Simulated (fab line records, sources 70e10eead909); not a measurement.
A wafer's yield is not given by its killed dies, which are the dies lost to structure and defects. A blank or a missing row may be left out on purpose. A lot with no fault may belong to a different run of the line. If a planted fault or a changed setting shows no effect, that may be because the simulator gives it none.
fab line records | flow nandHarc
record: lots: 12 wafers: 35 lastDay: 24
route steps=1159 shown A_STAIRCASE@614 END@1159
lots untouched by any fault: they come from a run of this same line in which no faults occurred
startH: hours from the record's first day to the start of the lot's first wafer shown | waitH: hours from the lot's prior step to this one | " unchanged from the row above | L1.1+2: a single row standing in for several wafers | - value missing, or start not given | * or withheld: withheld | < > ~ a bound
route shown NAME@n: names a module that has steps shown in the file, with the first one's number in the route | usual: mean and standard deviation over wafers with no fault | same: alike in all rows | chamber/n: place in a boat | sites: each site's reading | _std_site: standard deviation across them | _edge_site: outer sites' mean less inner sites' | radiusMm: how far each site lies from the wafer's centre | mask NAME#n: copy n | behind: tool/chamber where the wafer was last shaped | hold: why the lot was held/for how many hours/how that ended | device: which transistor (n, p or np) failed to switch | end of line: at the end of the route, the tests of the same wafers | a step with no rows: only its recipe | killed: not the wafer's yield, but the dies lost to structure and defects at the first sort | map: dies across one wafer; x = killed, . = not, _ = none there
set.NAME: the setting that was run; set.NAME@STEP: the one run at that earlier step | model.NAME: the simulator's own value behind a step, which no gauge read
steps of the route over a sample of lots; a table a step, a row a wafer
services: from which hour (startH, from the record's first day; less than 0 if before it) a tool's chamber was out of use, for how many hours, and why
== steps ==
step: NHARC_A_STAIRCASE_TRIM_220
recipe: timeS: 211.2 o2FlowSccm: 500 arFlowSccm: 0 biasW: 0 chemistry: O2
usual: drypumpMotorCurrentA: 6.1/0.45 oesProductAu: 0.998/0.0099 rfVppV: 57.5/0.83 showerheadPlenumPTorr: 3.44/0.094 throttleValvePct: 17.038/0.0094
same: timeS: 211.2
columns lot.wafer tool chamber startH waitH drypumpMotorCurrentA oesProductAu rfHoursCounterH rfVppV showerheadPlenumPTorr throttleValvePct
L901.2 rieDiel-13 3 243.26 0.2 6.2 1.002 50 58.7 3.48 17.034
L901.6 " 2 " " 5.9 1.010 - 56.4 3.37 17.044
L901.5 " 3 " " 6.2 0.999 - 56.4 3.48 17.051
L902.1 rieDiel-09 3 250.68 0.1 6.6 1.025 64 58.1 3.34 17.041
L902.5 " 1 " " 6.2 1.008 - 58.3 3.40 17.027
L902.6 " 2 " " 6.5 0.997 - 58.3 3.36 17.048
L903.4 rieDiel-10 2 257.34 0.1 5.0 0.992 28 57.2 3.41 17.038
L903.2 " 3 " " 5.8 1.003 29 58.5 3.50 17.050
L903.6 " 1 " " 5.4 0.996 - 58.3 3.70 17.039
L906.4 rieDiel-09 1 285.00 0.2 6.2 1.006 6 56.1 3.40 17.043
L906.2 " 2 " " 6.5 0.987 6 56.1 3.35 17.029
L906.1 " 3 " " 6.6 1.012 6 56.0 3.34 17.030
L907.2 rieDiel-13 2 287.04 0.1 5.9 0.998 1 55.7 3.36 17.036
L907.1 " 1 " " 6.6 1.001 1 57.0 3.49 17.057
L907.5 " 3 " " 6.2 0.999 - 58.0 3.47 17.040
L911.3 rieDiel-09 1 299.29 0.1 6.2 0.999 12 57.2 3.40 17.043
L911.2 " 2 " " 6.5 0.995 11 57.7 3.35 17.051
L911.5 " 1 " " 6.2 1.002 - 56.8 3.40 17.030
L913.1 rieDiel-13 2 322.50 0.1 5.9 0.988 14 57.0 3.36 17.039
L913.3 " 3 " " 6.2 1.003 15 59.0 3.46 17.029
L913.6 " 2 " " 5.9 0.994 - 58.2 3.36 17.045
L916.1 rieDiel-10 3 329.73 0.1 5.8 1.000 59 57.4 3.49 17.023
L916.2 " 1 " " 5.4 1.007 55 57.9 3.68 17.045
L916.5 " 2 " " 5.1 0.989 - 57.5 3.39 17.040
L920.1 rieDiel-09 2 355.54 0.1 6.5 1.000 35 58.0 3.34 17.024
L920.4 " 0 " " 5.7 0.990 34 57.3 3.54 17.042
L918.1 rieDiel-09 3 357.01 0.1 6.6 0.998 37 57.8 3.32 17.044
L918.6 " 2 " " 6.5 0.983 - 56.1 3.34 17.037
L918.5 " 3 " " 6.6 1.004 - 56.8 3.32 17.030
L923.2 rieDiel-10 1 366.53 0.1 5.3 0.992 1 58.5 3.68 17.037
L923.4 " 2 " " 5.1 0.977 1 57.4 3.39 17.029
L923.6 " 2 " " 5.1 0.994 - 57.6 3.39 17.046
L922.2 rieDiel-13 2 367.97 0.1 5.9 1.002 34 57.3 3.35 17.041
L922.1 " 3 " " 6.2 0.994 32 57.8 3.45 17.022
L922.3 " 0 " " 5.7 1.002 34 57.7 3.51 17.038
step: NHARC_A_STAIRCASE_ETCH_230
recipe: targetDepthA: 1000 timeS: 40.5 ionEnergyEv: 400 c4f8FlowSccm: 20 o2FlowSccm: 10 arFlowSccm: withheld rfW: 600 biasW: 1000 chemistry: C4F8/O2
usual: oesProductAu: 0.947/0.017 rfVppV: 893/4
same: timeS: 40.5
columns lot.wafer tool chamber startH waitH oesProductAu rfHoursCounterH rfVppV
L901.2 rieDiel-13 0 - - 0.940 48 896
L901.6 " 3 " " 0.948 - 894
L901.5 " 0 " " 0.952 - 896
L902.1 rieDiel-09 3 - - 0.952 65 888
L902.5 " 3 " " 0.943 - 889
L902.6 " 0 " " 0.952 - 898
L903.4 rieDiel-13 1 - - 0.950 50 893
L903.2 " 2 " " 0.958 56 890
L903.6 " 0 " " 0.946 - 898
L906.2 rieDiel-10 0 - - 0.963 31 892
L906.4 " 1 " " 0.943 38 901
L906.1 " 2 " " 0.934 39 892
L907.2 rieDiel-09 3 - - 0.942 8 890
L907.1 " 1 " " 0.933 8 891
L907.5 " 2 " " 0.934 - 889
L911.3 rieDiel-09 2 - - 0.928 12 889
L911.2 " 1 " " 0.940 13 891
L911.5 " 2 " " 0.936 - 891
L913.1 rieDiel-10 0 323.82 - 0.993 46 891
L913.3 " 1 " " 0.992 54 902
L913.6 " 0 " " 0.992 - 891
L916.1 rieDiel-09 3 - - 0.963 26 889
L916.2 " 0 " " 0.952 25 896
L916.5 " 2 " " 0.945 - 889
L920.1 rieDiel-09 2 - - 0.946 36 889
L920.4 " 3 " " 0.949 38 888
L918.1 rieDiel-09 3 - - 0.939 40 889
L918.5 " 1 " " 0.945 - 891
L918.6 " 2 " " 0.936 - 889
L923.4 rieDiel-10 3 - - 0.947 1 894
L923.2 " 2 " " 0.939 1 890
L923.6 " 3 " " 0.950 - 895
L922.3 rieDiel-13 2 - - 0.944 35 890
L922.2 " 3 " " 0.951 33 892
L922.1 " 1 " " 0.952 33 893
step: NHARC_A_STAIRCASE_TRIM_231
recipe: timeS: 211.2 o2FlowSccm: 500 arFlowSccm: 0 biasW: 0 chemistry: O2
usual: drypumpMotorCurrentA: 6.0/0.49 oesProductAu: 1.000/0.0093 rfVppV: 57.6/0.83 showerheadPlenumPTorr: 3.44/0.1 throttleValvePct: 17.036/0.0093
same: timeS: 211.2
columns lot.wafer tool chamber startH waitH drypumpMotorCurrentA oesProductAu rfHoursCounterH rfVppV showerheadPlenumPTorr throttleValvePct
L901.2 rieDiel-13 1 - - 6.7 1.010 44 57.3 3.49 17.050
L901.5 " 1 " " 6.6 1.010 - 57.4 3.49 17.028
L901.6 " 2 " " 5.9 1.023 - 57.9 3.37 17.038
L902.1 rieDiel-09 1 - - 6.2 1.012 54 57.2 3.40 17.033
L902.6 " 2 " " 6.5 0.996 - 58.7 3.36 17.029
L902.5 " 3 " " 6.5 1.011 - 56.9 3.34 17.026
L903.4 rieDiel-13 0 - - 5.7 1.008 54 58.7 3.53 17.037
L903.2 " 3 " " 6.2 1.001 56 58.1 3.47 17.033
L903.6 " 1 " " 6.6 1.003 - 58.8 3.49 17.042
L906.4 rieDiel-10 1 - - 5.4 0.999 38 57.6 3.69 17.022
L906.1 " 2 " " 5.1 0.997 39 57.3 3.40 17.039
L906.2 " 3 " " 5.8 0.998 40 57.3 3.49 17.027
L907.2 rieDiel-09 0 - - 5.7 0.992 9 56.4 3.56 17.042
L907.1 " 3 " " 6.6 1.010 8 56.4 3.34 17.034
L907.5 " 0 " " 5.6 1.003 - 60.3 3.56 17.046
L911.3 rieDiel-09 0 - - 5.7 0.998 14 58.5 3.55 17.036
L911.2 " 3 " " 6.6 1.003 12 56.7 3.34 17.036
L911.5 " 0 " " 5.6 0.990 - 57.7 3.55 17.021
L913.1 rieDiel-10 1 - - 5.4 0.998 54 57.5 3.68 17.020
L913.3 " 2 " " 5.1 0.988 56 57.0 3.40 17.036
L913.6 " 3 " " 5.9 0.992 - 58.1 3.49 17.042
L916.2 rieDiel-09 3 - - 6.6 1.006 26 56.6 3.33 17.036
L916.1 " 0 " " 5.6 0.985 25 57.9 3.55 17.044
L916.5 " 3 " " 6.5 1.004 - 57.5 3.33 17.034
L920.1 rieDiel-09 2 - - 6.5 0.996 37 57.5 3.34 17.052
L920.4 " 0 " " 5.6 0.990 36 56.9 3.54 17.024
L918.1 rieDiel-09 1 - - 6.2 0.998 36 57.8 3.38 17.031
L918.5 " 3 " " 6.6 0.999 - 57.3 3.32 17.038
L918.6 " 0 " " 5.7 0.984 - 57.8 3.54 17.029
L923.4 rieDiel-10 2 - - 5.0 0.987 1 58.0 3.39 17.046
L923.2 " 3 " " 5.8 0.995 1 57.6 3.48 17.035
L923.6 " 1 " " 5.4 1.004 - 57.9 3.68 17.033
L922.3 rieDiel-13 2 - - 5.9 1.006 35 58.3 3.35 17.037
L922.1 " 3 " " 6.2 0.999 33 57.1 3.45 17.055
L922.2 " 1 " " 6.6 0.999 34 58.5 3.47 17.039
step: NHARC_A_STAIRCASE_ETCH_232
recipe: targetDepthA: 1000 timeS: 40.5 ionEnergyEv: 400 c4f8FlowSccm: 20 o2FlowSccm: 10 arFlowSccm: withheld rfW: 600 biasW: 1000 chemistry: C4F8/O2
usual: oesProductAu: 0.943/0.011 rfVppV: 893/3.7
same: timeS: 40.5
columns lot.wafer tool chamber startH waitH oesProductAu rfHoursCounterH rfVppV
L901.2 rieDiel-13 3 244.71 - 0.944 51 894
L901.5 " 2 " " 0.944 - 890
L901.6 " 3 " " 0.945 - 894
L902.1 rieDiel-09 3 252.28 - 0.943 65 890
L902.5 " 0 " " 0.940 - 898
L902.6 " 1 " " 0.935 - 889
L903.4 rieDiel-13 3 259.79 - 0.941 57 894
L903.2 " 1 " " 0.929 50 894
L903.6 " 3 " " 0.940 - 894
L906.1 rieDiel-10 1 286.95 - 0.949 38 901
L906.4 " 2 " " 0.943 39 892
L906.2 " 0 " " 0.972 31 890
L907.1 rieDiel-09 2 288.57 - 0.951 7 889
L907.2 " 1 " " 0.951 8 890
L907.5 " 2 " " 0.937 - 890
L911.3 rieDiel-09 1 300.79 - 0.946 13 892
L911.2 " 0 " " 0.942 14 897
L911.5 " 1 " " 0.950 - 890
L913.3 rieDiel-13 1 324.19 - 0.962 13 894
L913.1 " 2 " " 0.950 14 890
L913.6 " 3 " " 0.948 - 894
L916.1 rieDiel-09 1 331.24 - 0.947 25 892
L916.2 " 3 " " 0.939 27 889
L916.5 " 1 " " 0.954 - 890
L920.1 rieDiel-09 3 357.65 - 0.931 38 887
L920.4 " 0 " " 0.785 36 897
L918.1 rieDiel-09 1 360.32 - 0.946 36 890
L918.6 " 0 " " 0.786 - 897
L918.5 " 1 " " 0.939 - 891
L923.2 rieDiel-10 0 367.98 - 0.946 1 891
L923.4 " 3 " " 0.948 1 895
L923.6 " 0 " " 0.949 - 891
L922.2 rieDiel-13 3 369.76 - 0.933 33 892
L922.1 " 0 " " 0.938 34 895
L922.3 " 1 " " 0.943 34 894
step: NHARC_END_SORT_01
recipe: tempC: 25
usual: killedAtArray: 27/8 killedAtOther: 0.8/1.2 killedAtPeriphery: 3.3/2.3 killedDies: 31/8.8 killedOpen: 3.2/2.1 killedShort: 2.1/1.4
same: grossDies: 677
columns lot.wafer tool chamber startH waitH killedAtArray killedAtOther killedAtPeriphery killedDies killedOpen killedShort
L906.1 prober-02 0 483.45 2.5 25 0 2 27 5 4
L906.2 prober-02 0 484.25 2.8 21 1 2 24 4 1
L906.4 prober-02 0 485.84 3.4 25 0 0 25 1 1
L920.1 prober-02 0 557.78 2.5 32 0 5 37 5 3
L920.4 prober-02 0 560.19 3.4 161 0 6 167 2 1
L918.1 prober-01 0 557.83 2.5 28 1 1 30 4 1
L918.5 prober-01 0 561.06 3.7 31 0 2 33 6 4
L918.6 prober-01 0 561.86 4.0 165 0 2 167 4 1
killed by level:class
L906.1 A_SLIT:chamberFilmFlake=8 A_CHANNEL_FILL_D1:geometricParticle:short=3 A_CHANNEL_HOLE_D1:chamberFilmFlake=2 A_STAIRCASE:chamberFilmFlake=2 A_SGD_CUT:chamberFilmFlake=2 A_WL_FILL:chamberFilmFlake=2 P_STI:geometricParticle:open=1 P_GATE:geometricParticle:open=1
L906.2 A_SLIT:chamberFilmFlake=11 A_CONTACT:chamberFilmFlake=4 P_GATE:geometricParticle:open=1 A_ONON_D1:geometricParticle:open=1 A_CHANNEL_FILL_D1:geometricParticle:short=1 A_CONTACT:geometricParticle:open=1 P_M1:chamberFilmFlake=1 STARTING-WAFER:geometricParticle:open=1
L906.4 A_SLIT:chamberFilmFlake=14 A_CHANNEL_HOLE_D1:chamberFilmFlake=2 A_STAIRCASE:chamberFilmFlake=2 A_WL_FILL:chamberFilmFlake=2 A_CONTACT:chamberFilmFlake=2 A_CHANNEL_HOLE_D1:geometricParticle:open=1 A_WL_FILL:geometricParticle:short=1 A_SGD_CUT:chamberFilmFlake=1
L920.1 A_CHANNEL_HOLE_D1:chamberFilmFlake=21 A_STAIRCASE:chamberFilmFlake=3 P_STI:chamberFilmFlake=2 P_CONTACT:geometricParticle:open=1 P_M0:geometricParticle:open=1 A_SOURCE_PLATE:geometricParticle:short=1 A_SOURCE_PLATE:geometricParticle:open=1 A_CHANNEL_FILL_D1:geometricParticle:short=1
L918.1 A_CHANNEL_HOLE_D1:chamberFilmFlake=12 A_M0:chamberFilmFlake=5 A_STAIRCASE:chamberFilmFlake=4 A_WL_FILL:chamberFilmFlake=2 P_M0:geometricParticle:open=1 A_ONON_D1:geometricParticle:open=1 A_SGD_CUT:geometricParticle:short=1 A_CONTACT:geometricParticle:open=1
L920.4 A_STAIRCASE:areaEtch=133 A_CHANNEL_HOLE_D1:chamberFilmFlake=17 A_STAIRCASE:chamberFilmFlake=4 P_STI:chamberFilmFlake=4 A_ZERO_WELL:chamberFilmFlake=2 A_CONTACT:chamberFilmFlake=2 P_M0:geometricParticle:open=1 A_WL_FILL:geometricParticle:open=1
L918.5 A_CHANNEL_HOLE_D1:chamberFilmFlake=9 A_CONTACT:geometricParticle:open=4 A_STAIRCASE:chamberFilmFlake=4 A_WL_FILL:chamberFilmFlake=3 A_ONON_D1:geometricParticle:short=2 A_CONTACT:chamberFilmFlake=2 A_M0:chamberFilmFlake=2 P_GATE:geometricParticle:open=1
L918.6 A_STAIRCASE:areaEtch=136 A_CHANNEL_HOLE_D1:chamberFilmFlake=14 A_M0:chamberFilmFlake=5 A_WL_FILL:chamberFilmFlake=3 A_STAIRCASE:chamberFilmFlake=2 P_STI:geometricParticle:open=1 P_M0:geometricParticle:open=1 A_ONON_D1:geometricParticle:short=1
== services ==
columns tool chamber startH hours kind
rieDiel-09 1 223.01 2.1 repair
rieDiel-09 0 233.33 - clean
rieDiel-09 1 233.33 - clean
rieDiel-09 2 233.33 - clean
rieDiel-09 3 233.33 - clean
rieDiel-10 0 236.55 13.4 repair
rieDiel-09 - 254.16 9.0 pm
rieDiel-09 0 254.16 9.0 ventCycle
rieDiel-09 1 254.16 9.0 ventCycle
rieDiel-09 2 254.16 9.0 ventCycle
rieDiel-09 3 254.16 9.0 ventCycle
rieDiel-09 0 263.16 - clean
rieDiel-09 1 263.16 - clean
rieDiel-09 2 263.16 - clean
rieDiel-09 3 263.16 - clean
rieDiel-13 3 272.41 8.6 repair
rieDiel-13 - 276.04 9.0 pm
rieDiel-09 0 287.66 - clean
rieDiel-09 1 287.66 - clean
rieDiel-09 2 287.66 - clean
rieDiel-09 3 287.66 - clean
rieDiel-13 2 305.68 4.4 repair
rieDiel-09 0 312.16 - clean
rieDiel-10 - 354.16 9.0 pm
== key ==
firstSign: step: NHARC_A_STAIRCASE_ETCH_232 reading: oesProductAu direction: down sigmas: 14 usual: 0.943 struck: 0.785
effect: step: NHARC_END_SORT_01 reading: killedAtArray direction: up sigmas: 17 usual: 27 struck: 163
moreKillsBornAt: NHARC_A_STAIRCASE_ETCH_232@rieDiel-09: 269
metAt NHARC_A_STAIRCASE_ETCH_232
struckLots L918,L920
struckWafers L918.6,L920.4
testerLeftOut L918,L920
notActingAt NHARC_A_STAIRCASE_TRIM_220,NHARC_A_STAIRCASE_ETCH_230,NHARC_A_STAIRCASE_TRIM_231
onsetBetween 300.79 357.65
fault: kind: processParameterDrift tool: rieDiel-09 chamber: 0 onsetH: 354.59 steps: NHARC_A_STAIRCASE_ETCH_232 channel: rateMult offset: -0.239 shape: step endH: 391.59
testerLeftOut: of these lots the tester's yield and bins aren't shown, on N5 and GAA mostly nor the transistor test; their killed dies are dies lost to structure and defects alone, not to doping, threshold or leakage, so they don't give the yield
